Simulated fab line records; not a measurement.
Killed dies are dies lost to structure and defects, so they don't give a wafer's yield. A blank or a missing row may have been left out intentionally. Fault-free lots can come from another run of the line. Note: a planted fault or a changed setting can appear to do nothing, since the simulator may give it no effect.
Chamber matching + flow n5-finfet + rie-diel-05 running N5_BEOL_M6_ETCH_65: 4 sister chambers
The step etches SiARC in CF4, target depth 15.6 nm, time 26 s. 4 wafers are shown with their chamber, then 8 later ones without.

== WAFERS PAIRED WITH THEIR CHAMBERS ==
| wafer  | chamber | drypump-motor-current-A (A) |
|--------|---------|-----------------------------|
| L082.5 | 2       | 5.5                         |
| L090.4 | 1       | 5.2                         |
| L090.5 | 0       | 5.9                         |
| L091.2 | 3       | 4.8                         |

== WAFERS WITHOUT THEIR CHAMBER ==
| wafer  | drypump-motor-current-A (A) |
|--------|-----------------------------|
| L091.4 | 5.5                         |
| L091.6 | 4.8                         |
| L095.2 | 4.9                         |
| L095.3 | 5.9                         |
| L095.4 | 5.2                         |
| L096.3 | 5.5                         |
| L096.4 | 5.9                         |
| L096.5 | 5.9                         |

== WHICH CHAMBER EACH ONE RAN IN ==
| wafer  | from the rows above | in truth |
|--------|---------------------|----------|
| L091.4 | 2                   | 2        |
| L091.6 | 3                   | 3        |
| L095.2 | 3                   | 3        |
| L095.3 | 0                   | 0        |
| L095.4 | 1                   | 1        |
| L096.3 | 2                   | 2        |
| L096.4 | 0                   | 0        |
| L096.5 | 0                   | 0        |
Placed correctly: 8 of 8. From these rows, 0 cannot be placed. Wrongly placed: 0.
How it was worked out, from the rows above alone: a wafer's distance from a chamber is the root of the sum, over the readings, of the square of ((its reading less the chamber's mean) divided by the reading's scatter). The wafer belongs to the nearest chamber; if the next one is less than 2 further off, it can't be placed. The mean given for a chamber averages the wafers shown for that chamber. The scatter: root of mean squared gap, hidden wafer to nearest shown wafer, with one shown wafer a chamber.
